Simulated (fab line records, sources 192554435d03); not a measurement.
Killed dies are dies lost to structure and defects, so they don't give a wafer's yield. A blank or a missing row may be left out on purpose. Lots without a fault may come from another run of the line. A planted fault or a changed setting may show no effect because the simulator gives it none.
fab line records | flow n5_finfet
record lots=7 wafers=21
route steps=1938 shown SDB@348 HKMG_FIN@396 GATE_CUT@490 MOL_CONTACT_COAG@559 BEOL_M0_SAQP@682
start_h: hours from the record's first day to the start of the lot's first wafer shown | wait_h: hours since the lot's step before | " the same as in the row above | L1.1+2: a row that stands for several wafers | - no value, or no start given | * or withheld: withheld | < > ~ a bound
route shown NAME@n: a module of which the file shows steps, and the number in the route of the first | usual: mean/standard deviation of fault-free wafers | same: alike in all rows | chamber/n: place in a boat | sites: the reading at each site | _std_site: their standard deviation | _edge_site: outer sites' mean less inner sites' | radius_mm: how far each site lies from the wafer's centre | mask NAME#n: copy n | behind: the tool/chamber that last shaped the wafer | hold: why the lot was held/for how many hours/how that ended | device: the transistor (n, p or np) that didn't switch | end of line: the same wafers' tests at the end of the route | a step without rows: its recipe alone | killed: dies lost to structure and defects at the first sort, not the wafer's yield | map: a wafer's dies, x killed, . not, _ none there
set.NAME: the setting as run; set.NAME@STEP: as run at that earlier step | model.NAME: the simulator's own value behind a step, which no gauge read
lots whose settings were changed on purpose; a table a step, a row a wafer
## steps
# step N5_SDB_COAT_03
# recipe resist=SOC temp_c=250 time_s=60 spin_rpm=1500 resist_thk_nm=100
# columns lot.wafer tool chamber start_h wait_h set.spin_rpm model.SOC_of_SDB_COAT_03.thk_nm
L074.3 litho_track-02 0 65.73 0.1 1500 99.8
L074.5+6 " 0 " " 1639 95.4
L076.2+4 litho_track-03 0 80.55 0.1 1500 100.2
L076.3 " 0 " " 1500 100
L079.1 litho_track-04 0 95.78 0.1 1358 105.6
L079.4 " 0 " " 1358 105.2
L079.6 " 0 " " 1358 105.4
L083.1 litho_track-04 0 120.21 0.1 1587 97.4
L083.5 " 0 " " 1500 100
L083.6 " 0 " " 1587 97
L088.1 litho_track-03 0 154.23 0.1 1500 99.6
L088.3 " 0 " " 1500 99.8
L088.5 " 0 " " 1626 95.6
L092.2 litho_track-02 0 175.48 0.1 1500 100
L092.5 " 0 " " 1448 102
L092.6 " 0 " " 1448 101.8
L095.1 litho_track-03 0 192.27 0.1 1500 100.8
L095.4 " 0 " " 1500 100.2
L095.5 " 0 " " 1457 102.2
# step N5_SDB_COAT_04
# recipe resist=SiARC temp_c=220 time_s=60 spin_rpm=1500 resist_thk_nm=18
# step N5_SDB_COAT_05
# recipe resist=CAR-ArF spin_rpm=1500 resist_thk_nm=90
# step N5_SDB_DESCUM_16
# recipe chemistry=O2 time_s=7.9 source_power_w=50 bias_power_w=20 pressure_mtorr=20 rf_frequency_hz=2.712e+07 temp_c=40 resist=CAR-ArF o2_flow_sccm=225
# step N5_SDB_ETCH_17
# recipe chemistry=CF4 target=SiARC target_depth_a=234 mask_material=CAR-ArF time_s=39 ion_energy_ev=80 pressure_mtorr=40 source_w=545 bias_w=36 Ar_flow_sccm=100 cf4_flow_sccm=100 ends=cleared
# step N5_SDB_ETCH_18
# recipe chemistry=N2/H2 target=SOC target_depth_a=1000 overetch_a=200 mask_material=SiARC temp_c=40 time_s=150 ion_energy_ev=200 pressure_mtorr=30 source_w=840 bias_w=150 n2_flow_sccm=200 h2_flow_sccm=200
# columns lot.wafer tool chamber start_h wait_h set.spin_rpm@SDB_COAT_03 model.etch.depth_nm
L074.3 rie_diel-06 0 66.37 0.0 1500 99.73
L074.5 " 2 " " 1639 95.34
L074.6 " 0 " " 1639 95.35
L076.2 rie_diel-03 2 81.07 0.0 1500 100.2
L076.3+4 " 1 " " 1500 100.1
L079.1 rie_diel-04 0 96.30 0.0 1358 105.5
L079.4 " 2 " " 1358 105.2
L079.6 " 0 " " 1358 105.4
L083.1 rie_diel-03 0 120.61 0.0 1587 97.4
L083.5 " 0 " " 1500 100.1
L083.6 " 1 " " 1587 97.05
L088.1 rie_diel-03 1 154.63 0.0 1500 99.62
L088.3 " 2 " " 1500 99.86
L088.5 " 2 " " 1626 95.68
L092.2 rie_diel-04 0 176.35 0.0 1500 99.97
L092.5 " 2 " " 1448 102.1
L092.6 " 1 " " 1448 101.8
L095.1 rie_diel-04 2 192.87 0.0 1500 100.7
L095.4 " 1 " " 1500 100.3
L095.5 " 3 " " 1457 102.2
# step N5_SDB_STRIP_19
# recipe chemistry=N2/H2 temp_c=40 n2_flow_sccm=200 h2_flow_sccm=200 rf_frequency_hz=6e+07
# step N5_SDB_STRIP_21
# recipe chemistry=CF4 resist=SiARC power_w=300 bias_power_w=75 pressure_mtorr=50 cf4_flow_sccm=150 rf_frequency_hz=6e+07
# step N5_SDB_HM_OPEN_20
# recipe chemistry=CH3F/O2 target=SiNx mask_material=SOC target_depth_a=240 stop_on=poly-Si over_etch_frac=0.4 ion_energy_ev=120 pressure_mtorr=30 source_w=395 bias_w=73 Ar_flow_sccm=150 CH3F_flow_sccm=30 O2_flow_sccm=20
# columns lot.wafer tool chamber start_h wait_h set.spin_rpm@SDB_COAT_03 model.SOC_of_SDB_COAT_03.thk_nm
L074.3 rie_diel-06 0 66.53 0.0 1500 84.4
L074.5 " 2 " " 1639 79.4
L074.6 " 0 " " 1639 80
L076.2 rie_diel-03 2 81.23 0.0 1500 84.2
L076.3 " 1 " " 1500 83.8
L076.4 " 1 " " 1500 84
L079.1+4 rie_diel-04 0,2 96.46 0.0 1358 89.8
L079.6 " 0 " " 1358 89.4
L083.1 rie_diel-03 0 120.77 0.0 1587 81.4
L083.5 " 0 " " 1500 84
L083.6 " 1 " " 1587 80.8
L088.1 rie_diel-03 1 154.79 0.0 1500 83.6
L088.3 " 2 " " 1500 84
L088.5 " 2 " " 1626 79.8
L092.2 rie_diel-04 0 176.51 0.0 1500 84
L092.5 " 2 " " 1448 86.6
L092.6 " 1 " " 1448 86
L095.1 rie_diel-04 2 193.02 0.0 1500 85.2
L095.4 " 1 " " 1500 84.4
L095.5 " 3 " " 1457 86.6
# step N5_SDB_STRIP_22
# recipe chemistry=N2/H2 power_w=1000 temp_c=250 h2_frac=0.65 overash_fraction=0.3 pressure_mtorr=withheld n2_flow_sccm=1750 h2_flow_sccm=3250
# usual strip_time_to_endpoint_s=96.3/0.42
# columns lot.wafer tool chamber start_h wait_h set.spin_rpm@SDB_COAT_03 strip_time_to_endpoint_s
L074.3 plasma_asher-02 0 66.74 0.2 1500 96.5
L074.5 " 0 " " 1639 91.9
L074.6 " 1 " " 1639 92.5
L076.2 plasma_asher-02 1 81.31 0.1 1500 96.5
L076.3 " 0 " " 1500 96.0
L076.4 " 1 " " 1500 96.1
L079.1 plasma_asher-01 0 96.54 0.1 1358 101.7
L079.4 " 0 " " 1358 101.6
L079.6 " 1 " " 1358 101.4
L083.1 plasma_asher-02 0 120.85 0.1 1587 93.9
L083.5 " 1 " " 1500 96.3
L083.6 " 0 " " 1587 93.3
L088.1 plasma_asher-01 0 154.87 0.1 1500 95.9
L088.3 " 1 " " 1500 96.3
L088.5 " 1 " " 1626 92.2
L092.2 plasma_asher-02 1 176.59 0.1 1500 96.3
L092.5 " 0 " " 1448 98.6
L092.6 " 1 " " 1448 98.1
L095.1 plasma_asher-02 1 193.10 0.1 1500 97.3
L095.4 " 1 " " 1500 96.7
L095.5 " 0 " " 1457 98.7
# step N5_HKMG_FIN_PEB_47
# recipe peb_temp_c=withheld peb_time_s=60 resist=CAR-ArF
# columns lot.wafer tool chamber start_h wait_h set.peb_time_s
L074.3+5+6 litho_track-05 0 72.18 0.0 60
L076.2+3+4 litho_track-02 0 87.56 0.0 60
L079.1+4 litho_track-05 0 101.54 0.1 51.75
L079.6 " 0 " " 60
L083.1+5+6 litho_track-05 0 126.79 0.1 60
L088.1 litho_track-05 0 160.60 0.1 60
L088.3+5 " 0 " " 64.81
L092.2+5+6 litho_track-01 0 182.56 0.0 60
L095.1 litho_track-01 0 198.38 0.1 60
L095.4+5 " 0 " " 68.26
# step N5_HKMG_FIN_DEVELOP_48
# recipe develop_time_s=30 developer=TMAH resist=CAR-ArF rinse_liquid=diw dry=air_spin dev_temp_c=23
# step N5_HKMG_FIN_CD_MEAS_49
# recipe target_cd_nm=202 landing_energy_ev=500 detector=se_inlens polarity=opening
# usual cd_nm=201.5/0.84
# columns lot.wafer tool chamber start_h wait_h set.peb_time_s@HKMG_FIN_PEB_47 cd_nm
L074.3 cd_sem-03 0 72.25 - 60 203.4
L074.5 " 0 " " 60 202.3
L074.6 " 0 " " 60 201.5
L076.2 cd_sem-01 0 87.63 - 60 202.2
L076.3 " 0 " " 60 201.6
L076.4 " 0 " " 60 202.1
L079.1 cd_sem-03 0 101.61 - 51.75 197.4
L079.4 " 0 " " 51.75 197.5
L079.6 " 0 " " 60 201.5
L083.1 cd_sem-02 0 126.85 - 60 203.0
L083.5 " 0 " " 60 202.2
L083.6 " 0 " " 60 202.2
L088.1 cd_sem-02 0 160.67 - 60 202.6
L088.3 " 0 " " 64.81 204.7
L088.5 " 0 " " 64.81 204.5
L092.2 cd_sem-02 0 182.63 - 60 200.6
L092.5 " 0 " " 60 200.9
L092.6 " 0 " " 60 201.4
L095.1 cd_sem-02 0 198.45 - 60 200.9
L095.4 " 0 " " 68.26 205.3
L095.5 " 0 " " 68.26 205.4
# step N5_HKMG_FIN_DESCUM_53
# recipe chemistry=O2 time_s=7.9 source_power_w=50 bias_power_w=20 pressure_mtorr=20 rf_frequency_hz=2.712e+07 temp_c=40 resist=CAR-ArF o2_flow_sccm=225
# step N5_HKMG_FIN_ETCH_54
# recipe chemistry=CF4 target=SiARC target_depth_a=455 mask_material=CAR-ArF time_s=75.8 ion_energy_ev=80 pressure_mtorr=40 source_w=545 bias_w=36 Ar_flow_sccm=100 cf4_flow_sccm=100 ends=cleared
# columns lot.wafer tool chamber start_h wait_h set.peb_time_s@HKMG_FIN_PEB_47 model.HKMG_FIN.cd_offset_nm
L074.3+5 rie_diel-04 1,3 72.37 0.0 60 0.6
L074.6 " 0 " " 60 0
L076.2+3 rie_diel-03 0,1 87.75 0.0 60 0
L076.4 " 3 " " 60 0.2
L079.1 rie_diel-04 2 101.73 0.0 51.75 -4.4
L079.4 " 0 " " 51.75 -4.2
L079.6 " 1 " " 60 -0.4
L083.1 rie_diel-06 2 127.52 0.0 60 1
L083.5 " 3 " " 60 0
L083.6 " 1 " " 60 0.4
L088.1 rie_diel-03 0 160.79 0.0 60 0.2
L088.3 " 1 " " 64.81 2.6
L088.5 " 3 " " 64.81 2.2
L092.2+5 rie_diel-06 0,2 182.75 0.0 60 -1.2
L092.6 " 3 " " 60 -0.8
L095.1 rie_diel-03 3 198.63 0.0 60 -1
L095.4+5 " 2,1 " " 68.26 3.6
# step N5_GATE_CUT_DESCUM_18
# recipe chemistry=O2 time_s=7 source_power_w=50 bias_power_w=20 pressure_mtorr=20 rf_frequency_hz=2.712e+07 temp_c=40 resist=CAR-EUV o2_flow_sccm=225
# columns lot.wafer tool chamber start_h wait_h set.time_s model.CAR-EUV_of_GATE_CUT_COAT_07.thk_nm
L074.3+5 rie_diel-01 2,0 83.72 0.0 5.886 26.6
L074.6 " 2 " " 7 26
L076.2+4 rie_diel-05 1 99.73 0.0 7 26.2
L076.3 " 2 " " 7 26
L079.1 rie_diel-05 0 113.60 0.0 7 26.2
L079.4 " 3 " " 8.34 25.4
L079.6 " 2 " " 8.34 25.6
L083.1 rie_diel-02 2 139.09 0.0 7 26
L083.5 " 2 " " 7 26.2
L083.6 " 0 " " 5.898 26.6
L088.1+3 rie_diel-05 2,3 173.07 0.0 6.143 26.4
L088.5 " 0 " " 6.143 26.6
L092.2 rie_diel-01 3 194.48 0.0 5.558 26.8
L092.5 " 3 " " 7 26
L092.6 " 2 " " 7 26.2
L095.1+5 rie_diel-05 1 210.63 0.1 7 26.2
L095.4 " 2 " " 7 26
# step N5_GATE_CUT_ETCH_28
# recipe chemistry=N2/H2 target=underlayer target_depth_a=130 mask_material=CAR-EUV time_s=10.4 ion_energy_ev=200 pressure_mtorr=30 source_w=840 bias_w=150 n2_flow_sccm=200 h2_flow_sccm=200 ends=cleared
# step N5_GATE_CUT_ETCH_36
# recipe chemistry=CF4 target=SiARC target_depth_a=130 mask_material=CAR-EUV time_s=21.7 ion_energy_ev=80 pressure_mtorr=40 source_w=545 bias_w=36 Ar_flow_sccm=100 cf4_flow_sccm=100 ends=cleared
# columns lot.wafer tool chamber start_h wait_h set.time_s@GATE_CUT_DESCUM_18 model.CAR-EUV_of_GATE_CUT_COAT_07.thk_nm
L074.3+5 rie_diel-01 2,0 83.78 0.0 5.886 7.6
L074.6 " 2 " " 7 7
L076.2+4 rie_diel-05 1 99.79 0.0 7 7.2
L076.3 " 2 " " 7 7
L079.1 rie_diel-05 0 113.66 0.0 7 7
L079.4+6 " 3,2 " " 8.34 6.4
L083.1 rie_diel-02 2 139.14 0.0 7 7
L083.5 " 2 " " 7 7.2
L083.6 " 0 " " 5.898 7.4
L088.1 rie_diel-05 2 173.12 0.0 6.143 7.4
L088.3+5 " 3,0 " " 6.143 7.2
L092.2 rie_diel-01 3 194.53 0.0 5.558 7.8
L092.5 " 3 " " 7 7
L092.6 " 2 " " 7 7.2
L095.1+5 rie_diel-05 1 210.68 0.0 7 7.2
L095.4 " 2 " " 7 7
# step N5_MOL_CONTACT_COAG_ALD_27
# recipe material=SiOC target_thk_a=170 temp_c=400 ald_precursor_family=carbosiloxane ald_co_reactant=H2-plasma pulse_time_s=1.5 time_s=2720 purge_time_s=2 co_reactant_purge_time_s=2 ald_cycles=340 pressure_torr=2
# columns lot.wafer tool chamber start_h wait_h set.ald_cycles model.SiOC_of_MOL_CONTACT_COAG_ALD_27.thk_nm
L074.3+5 ald_sin-01 1,0 100.05 2.7 340 17
L074.6 " 3 " " 317 15.8
L076.2 ald_sin-03 3 110.83 0.0 340 17.2
L076.3+4 " 1,2 " " 340 17
L079.1+6 ald_sin-03 1 126.37 0.0 382 19
L079.4 " 3 " " 340 17
L083.1+6 ald_sin-04 3,1 151.38 0.0 324 16.2
L083.5 " 2 " " 340 17
L088.1 ald_sin-03 3 186.47 0.0 340 17
L088.3+5 " 1,3 " " 288 14.2
L092.2+6 ald_sin-01 0 207.95 0.0 392 19.6
L092.5 " 3 " " 340 17
L095.1 ald_sin-03 1 221.22 0.1 383 19
L095.4 " 0 " " 340 17
L095.5 " 1 " " 340 16.8
# step N5_MOL_CONTACT_COAG_PECVD_31
# recipe material=SiO2 target_thk_a=460 temp_c=400 precursor=TEOS/O2 pressure_torr=6.5 rf_w=withheld teos_flow_sccm=withheld gas=O2 flow_sccm=2650 time_s=8.9
# columns lot.wafer tool chamber start_h wait_h set.temp_c model.SiO2_of_MOL_CONTACT_COAG_PECVD_31.thk_nm
L074.3 pecvd-04 1 102.45 0.3 406.3 44.2
L074.5 " 2 " " 400 46.4
L074.6 " 1 " " 406.3 45.4
L076.2 pecvd-04 1 113.51 0.3 400 44.8
L076.3 " 0 " " 400 45
L076.4 " 2 " " 400 45.4
L079.1 pecvd-03 0 128.80 0.3 400 44.2
L079.4+6 " 0,1 " " 388.7 48
L083.1 pecvd-03 2 153.85 0.3 400 45.8
L083.5 " 0 " " 414.1 42.2
L083.6 " 1 " " 400 46
L088.1 pecvd-02 0 188.87 0.3 400 46
L088.3 " 1 " " 400 46.4
L088.5 " 0 " " 408.4 44.4
L092.2 pecvd-03 2 210.56 0.3 400 45.4
L092.5 " 1 " " 417 40.4
L092.6 " 2 " " 417 40.8
L095.1 pecvd-04 2 224.06 0.3 400 45
L095.4 " 1 " " 400 45.6
L095.5 " 2 " " 387.2 49
# step N5_MOL_CONTACT_COAG_COAT_75
# recipe resist=SOC temp_c=250 time_s=60 spin_rpm=1500 resist_thk_nm=60
# step N5_MOL_CONTACT_COAG_COAT_76
# recipe resist=SiARC temp_c=220 time_s=60 spin_rpm=1500 resist_thk_nm=10
# step N5_MOL_CONTACT_COAG_ETCHBACK_135
# recipe chemistry=CHF3 target=SiO2 target_depth_a=250 time_s=16.7 ion_energy_ev=200 pressure_mtorr=30 source_w=610 bias_w=170 Ar_flow_sccm=200 CHF3_flow_sccm=50
# step N5_MOL_CONTACT_COAG_STRIP_118
# recipe chemistry=CHF3 resist=SiARC rf_frequency_hz=6e+07
# step N5_MOL_CONTACT_COAG_VIA_ETCH_46
# recipe chemistry=C4F6/O2 target_depth_a=460 overetch_a=92 mask_material=SOC target=SiO2 bias_w=455 pressure_mtorr=10 time_s=40 source_w=325 Ar_flow_sccm=300 C4F6_flow_sccm=10 O2_flow_sccm=10 ion_energy_ev=575.3 ends=end_point
# columns lot.wafer tool chamber start_h wait_h set.temp_c@MOL_CONTACT_COAG_PECVD_31 model.etch.depth_nm
L074.3 rie_diel-06 3 103.60 0.0 406.3 44.14
L074.5 " 0 " " 400 46.4
L074.6 " 3 " " 406.3 45.36
L076.2 rie_diel-04 2 114.57 0.0 400 44.73
L076.3 " 1 " " 400 45.06
L076.4 " 3 " " 400 45.43
L079.1 rie_diel-03 3 129.86 0.0 400 44.23
L079.4 " 0 " " 388.7 48.08
L079.6 " 1 " " 388.7 47.91
L083.1 rie_diel-06 2 154.88 0.0 400 45.77
L083.5 " 2 " " 414.1 42.28
L083.6 " 3 " " 400 45.99
L088.1 rie_diel-03 2 189.93 0.0 400 46.07
L088.3 " 1 " " 400 46.42
L088.5 " 0 " " 408.4 44.48
L092.2 rie_diel-03 0 211.49 0.0 400 45.35
L092.5 " 2 " " 417 40.5
L092.6 " 1 " " 417 40.8
L095.1 rie_diel-03 1 225.09 0.0 400 45.1
L095.4 " 0 " " 400 45.56
L095.5 " 0 " " 387.2 49.1
# step N5_BEOL_M0_SAQP_COAT_87
# recipe resist=underlayer temp_c=205 time_s=60 spin_rpm=1500 resist_thk_nm=5
# columns lot.wafer tool chamber start_h wait_h set.spin_rpm
L074.3+5+6 litho_track-01 0 - - 1500
L076.2+3+4 litho_track-01 0 - - 1500
L079.1+4 litho_track-01 0 - - 1500
L079.6 " 0 " " 1453
L083.1 litho_track-03 0 - - 1621
L083.5+6 " 0 " " 1500
L088.1+5 litho_track-05 0 - - 1500
L088.3 " 0 " " 1580
L092.2 litho_track-05 0 - - 1421
L092.5+6 " 0 " " 1500
L095.1+4+5 litho_track-01 0 - - 1500
## key
split step=N5_SDB_COAT_03 setting=spin_rpm stated=1500 by=wafer
response step=N5_SDB_COAT_03 reading=model.SOC_of_SDB_COAT_03.thk_nm change=-0.489 per=1% r=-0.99
response step=N5_SDB_ETCH_18 reading=model.etch.depth_nm change=-0.489 per=1% r=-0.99
response step=N5_SDB_HM_OPEN_20 reading=model.SOC_of_SDB_COAT_03.thk_nm change=-0.509 per=1% r=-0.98
response step=N5_SDB_STRIP_22 reading=strip_time_to_endpoint_s change=* per=1% r=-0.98
split step=N5_HKMG_FIN_PEB_47 setting=peb_time_s stated=60 by=wafer
response step=N5_HKMG_FIN_CD_MEAS_49 reading=cd_nm change=+0.301 per=1% r=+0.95
response step=N5_HKMG_FIN_ETCH_54 reading=model.HKMG_FIN.cd_offset_nm change=+0.304 per=1% r=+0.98
split step=N5_GATE_CUT_DESCUM_18 setting=time_s stated=7 by=wafer
response step=N5_GATE_CUT_DESCUM_18 reading=model.CAR-EUV_of_GATE_CUT_COAT_07.thk_nm change=-0.035 per=1% r=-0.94
response step=N5_GATE_CUT_ETCH_36 reading=model.CAR-EUV_of_GATE_CUT_COAT_07.thk_nm change=-0.0311 per=1% r=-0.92
split step=N5_MOL_CONTACT_COAG_ALD_27 setting=ald_cycles stated=340 by=wafer
response step=N5_MOL_CONTACT_COAG_ALD_27 reading=model.SiOC_of_MOL_CONTACT_COAG_ALD_27.thk_nm change=+0.172 per=1% r=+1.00
split step=N5_MOL_CONTACT_COAG_PECVD_31 setting=temp_c stated=400 by=wafer
response step=N5_MOL_CONTACT_COAG_PECVD_31 reading=model.SiO2_of_MOL_CONTACT_COAG_PECVD_31.thk_nm change=-1.12 per=1% r=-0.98
response step=N5_MOL_CONTACT_COAG_VIA_ETCH_46 reading=model.etch.depth_nm change=-1.11 per=1% r=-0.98
split step=N5_BEOL_M0_SAQP_COAT_87 setting=spin_rpm stated=1500 by=wafer
response none in this file
